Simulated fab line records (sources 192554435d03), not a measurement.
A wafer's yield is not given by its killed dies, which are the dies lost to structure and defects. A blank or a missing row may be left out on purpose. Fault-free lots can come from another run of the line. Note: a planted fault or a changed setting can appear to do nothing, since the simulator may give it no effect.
Problem report, 8D (eight disciplines) form, completed by code    flow n5Finfet    the parts of the form that need people (team, actions taken, sign-off) are left out

1. THE ISSUE
N5_BEOL_M6_TRENCH_ETCH_37, biasW: mean 176.1 W over 1 wafer from 1 lot; wafers with no fault: 185.0 W, standard deviation 0.58. Relative to the usual mean, that is a shift of -15 standard deviations.
The step: etches SiCOH lowk in C4F6/O2, target depth 94.435 nm, time 31.5 s.
Seen first at day 13 07:01 on rieDiel-02, wafer L829.5. Wafers with a number at this step in the record: 30, from 10 lots. The rule behind "out" and "out of limits": a value lying over 4 standard deviations away from the usual mean. Any other wafer with a number is counted as sound.

2. WHAT THIS IS AND IS NOT
question                     is                 is not
which readings at this step  biasW, rfVppV      drypumpMotorCurrentA, mfcArSccm, oesProductAu, showerheadPlenumPTorr, throttleValvePct
which lots                   L829               L816, L818, L819, L820, L834, L835, L836, L837, L839
which wafers of those lots   L829.5             L829.1, L829.6
read on which tools          rieDiel-02         rieDiel-04, rieDiel-05
when                         from day 13 07:01  up to then (14 sound wafers); but 15 sound wafers of L834, L835, L836, L837, L839 came after

3. WHAT RULES OUT EACH SUSPECT
Counting: any tool at a process step up to the reading remains a suspect provided it ran every lot that is out. Sound lots after the first of them don't rule it out here, since some wafers of a struck lot are sound.
- rieDiel-02 at N5_BEOL_M6_STRIP_19 (strips in O2): kept. It ran the lot that is out, L829 (day 13 05:54).
- rieDiel-02 at N5_BEOL_M6_TRENCH_ETCH_37 (etches SiCOH lowk in C4F6/O2, target depth 94.435 nm, time 31.5 s): kept. It ran the lot that is out, L829 (day 13 07:01). Out on those wafers are its own readings of biasW, rfVppV.
- Within rieDiel-02 at N5_BEOL_M6_STRIP_19, the wafers that are out were processed in chamber 1 and their sound lot-mates in chamber 0.
- Within rieDiel-02 at N5_BEOL_M6_TRENCH_ETCH_37, the wafers that are out were processed in chamber 0 and their sound lot-mates in chamber 1.
After counting, rieDiel-02 at N5_BEOL_M6_STRIP_19 and rieDiel-02 at N5_BEOL_M6_TRENCH_ETCH_37 remain.

4. THE CAUSE (what the simulator had put in)
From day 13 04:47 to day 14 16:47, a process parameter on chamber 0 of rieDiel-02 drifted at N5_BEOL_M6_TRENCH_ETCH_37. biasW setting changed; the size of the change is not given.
This tool is one of the 2 suspects left after counting.

5. THE EFFECT CHAIN, in route order
Each row: a reading whose mean over the struck wafers that have a number lies more than 3 standard deviations from the usual. Readings are gone through only where the record gives a usual standard deviation; hours: the median, over the lots, of the time from a lot's start at the first step in this table giving one to that lot's start at this step; sigmas: the change measured in usual standard deviations.
hours  step                       reading  usual    on struck wafers  change  sigmas
0      N5_BEOL_M6_TRENCH_ETCH_37  biasW    185.0 W  176.1             -8.9    -15
0      N5_BEOL_M6_TRENCH_ETCH_37  rfVppV   668 V    638               -30     -6.5
Here are the process steps it includes:
- N5_BEOL_M6_TRENCH_ETCH_37: etches SiCOH lowk in C4F6/O2, target depth 94.435 nm, time 31.5 s.
Later measuring or inspecting steps at which every struck wafer that the step has a row for has a number for every such reading, and none has moved that far: N5_BEOL_M6_CD_MEAS_35.

6. WHAT WOULD HAVE CAUGHT IT SOONER
2 hours passed between the start of the fault at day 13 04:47 and the first reading out of limits in this record, taken at day 13 07:01.
